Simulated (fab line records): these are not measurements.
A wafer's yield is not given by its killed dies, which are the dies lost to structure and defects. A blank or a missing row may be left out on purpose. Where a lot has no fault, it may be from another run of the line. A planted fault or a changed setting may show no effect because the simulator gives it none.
A lot that was struck, set against a sound lot :: flow nand-harc :: 13 out of 1159 route steps
Sound: wafers L154.1, L154.3, L154.4. Wafers struck: L152.1, L152.3, L152.6. Last of all comes the cause.
Per side, at each step with rows, come the tool, then ch with its chambers, and then its first start. Under that, the readings that differ: sound wafers :: struck wafers :: difference of the means :: sigmas: that difference in standard deviations of wafers without a fault.
alike: same words and numbers on both sides, and readings whose means sit less than 2 such deviations apart. not compared: any withheld reading, any reading some wafer has no value for, any bound like >300 that may hide the same value, and any number with overlapping values for which the record gives no deviation.
A row with sigmas, a row that says differs or no value, or rows on one side alone: a step with any of these is where the two part. Numbers that don't overlap but have no deviation are shown without sigmas and don't part them. Lack of a reading on every wafer of one side parts them only where that side has two or more wafers.

first, 1 step without rows for these wafers: NHARC_A_ONON_D1_DEP_09 (target thk 1000 nm).
NHARC_A_ONON_D1_THK_MEAS_11: measures by ellipsometry.
  sound: film-metro-01 at day 11 21:02; struck: film-metro-02 at day 11 04:38
  alike: thk-nm
then, 1 step without rows for these wafers: NHARC_A_ONON_D1_DEP_12 (target thk 1000 nm).
NHARC_A_ONON_D1_THK_MEAS_14: measures by ellipsometry.
  sound: film-metro-02 at day 11 21:37; struck: film-metro-01 at day 11 05:13
  alike: thk-nm
then, 2 steps without rows for these wafers: NHARC_A_ONON_D1_ANNEAL_15 (time 3600 s); NHARC_A_ONON_D1_DEP_16 (target thk 1000 nm).
NHARC_A_ONON_D1_THK_MEAS_18: measures by ellipsometry.
  sound: film-metro-02 at day 12 04:42; struck: film-metro-01 at day 11 14:26
  alike: thk-nm
then, 1 step without rows for these wafers: NHARC_A_ONON_D1_DEP_19 (target thk 1000 nm).
NHARC_A_ONON_D1_THK_MEAS_21: measures by ellipsometry.
  sound: film-metro-01 at day 12 05:16; struck: film-metro-01 at day 11 15:01
  alike: thk-nm
then, 1 step without rows for these wafers: NHARC_A_ONON_D1_DEP_22 (target thk 1000 nm).
NHARC_A_ONON_D1_THK_MEAS_24: measures by ellipsometry.
  sound: film-metro-01 at day 12 05:50; struck: film-metro-01 at day 11 15:34
reading: thk-nm (nm)
sound: 982 983 984
struck: 1007 1006 1008
difference: +24
sigmas: +3
NHARC_A_ONON_D1_DEP_25: target thk 1000 nm.
  struck on pecvd-onon-01, day 11 15:38; sound on pecvd-onon-01 ch 0, day 12 05:54
  no value came back on the struck wafers for n2-flow-sccm (sccm), n2o-flow-sccm (sccm), nh3-flow-sccm (sccm), sih4-flow-sccm (sccm); on the sound wafers n2-flow-sccm (sccm) reads 2761 2747 2743
-- jump in the record: it breaks off in module A_ONON_D1 and resumes in module END (first step shown: number 1159 of the route), and 13 days separate the struck wafers' starts before and after --
NHARC_END_SORT_01:
  the record has rows for the struck wafers here (prober-01 ch 0, day 24 06:36) and none for the sound ones

## WHERE THEY PART
Earliest at NHARC_A_ONON_D1_THK_MEAS_24; latest, in this record, at NHARC_END_SORT_01.

WHY: the cause the simulator had injected
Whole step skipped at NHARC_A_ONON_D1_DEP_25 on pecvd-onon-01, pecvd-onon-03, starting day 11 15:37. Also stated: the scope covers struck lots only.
